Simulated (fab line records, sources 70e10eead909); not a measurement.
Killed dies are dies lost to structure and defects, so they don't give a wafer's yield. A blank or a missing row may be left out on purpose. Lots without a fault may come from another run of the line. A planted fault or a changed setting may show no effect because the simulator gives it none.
A struck lot beside a sound one | flow nand_harc | 14 steps out of a route of 1302
Sound: wafers L159.2, L159.5, L159.6. Struck: wafers L152.2, L152.5, L152.6. The cause comes at the end.
At each step with rows: each side's tool, then ch and its chambers, then its first start. Under that, the readings that differ: sound wafers | struck wafers | difference of the means | sigmas: that difference in standard deviations of wafers without a fault.
alike: readings whose means differ by less than 2 such deviations, and words and numbers that are the same on both sides. not compared: withheld readings, readings that some wafer has no value for, bounds like >300 that may hide the same value, and numbers for which the record gives no deviation and whose values overlap.
The two part at a step that has a row with sigmas, a row that says differs or no value, or rows on one side only. Numbers that don't overlap but have no deviation are shown without sigmas and don't part them. A reading that every wafer of one side lacks parts them only if that side has two wafers or more.

NHARC_P_M0_CMP_23: polishes, t overpolish 20 s, target thk 117.54 nm.
  sound on cmp-01 ch 2,3, day 11 07:41; struck on cmp-01 ch 0,1, day 8 09:07
  alike: motor_current_A, time_to_endpoint_s
NHARC_P_M0_THK_MEAS_24: measures by xrf.
  sound on film_metro-02, day 11 07:58; struck on film_metro-02, day 8 09:26
  alike: thk_nm
then, 1 step without rows for these wafers: NHARC_P_M0_SRD_25.
NHARC_P_M0_INSPECT_27:
  sound on defect_inspect-01, day 11 08:08; struck on defect_inspect-02, day 8 09:35
  alike: raw_defect_count
NHARC_P_M0_PRE_CLEAN_31: time 12 s.
  sound on pecvd-03 ch 0,1, day 11 08:11; struck on pecvd-04 ch 0,1,2, day 8 09:39
  alike: heater_power_w
NHARC_P_M0_DEP_32: deposits SiCN, target thk 30 nm.
  sound on pecvd-03 ch 0,1, day 11 08:16; struck on pecvd-04 ch 0,1,2, day 8 09:44
  alike: heater_power_w, showerhead_vpp_V
then, 5 steps without rows for these wafers: NHARC_P_M1_DEP_00 (deposits SiOC, target thk 182.5 nm); NHARC_P_M1_DEHYDRATE_01 (time 120 s); NHARC_P_M1_HMDS_02 (time 30 s); NHARC_P_M1_COAT_34 (time 65 s); NHARC_P_M1_COAT_03 (resist thk 90 nm).
NHARC_P_M1_SOFTBAKE_04: time 55 s.
  sound on litho_track-04 ch 0, day 11 09:00; struck on litho_track-04 ch 0, day 8 10:00
  reading                  | sound                | struck               | difference | sigmas
  heater_power_total_W (W) | 188.46 188.36 188.49 | 193.67 193.75 193.75 | +5.29      | +38
then, 1 step without rows for these wafers: NHARC_P_M1_EBR_05.
-- the record jumps here: 18 days lie between the struck wafers' starts before and after (it left off in module P_M1 and takes up again in module END, whose first step shown is number 1302 of the route) --
NHARC_END_SORT_01:
  sound on prober-02 ch 0, day 30 11:23; struck on prober-02 ch 0, day 26 10:13
  reading         | sound    | struck   | difference | sigmas
  killed_at_array | 63 63 56 | 26 26 27 | -34        | -2
  alike: defect_limited_yield, killed_at_other, killed_at_periphery, killed_dies, killed_open, killed_short

WHERE THEY PART
First at NHARC_P_M1_SOFTBAKE_04; last, within this record, at NHARC_END_SORT_01.

WHY: what the simulator had put in
Process parameter drift: litho_track-04, from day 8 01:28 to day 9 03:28, at NHARC_P_M1_SOFTBAKE_04. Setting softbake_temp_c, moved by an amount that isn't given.
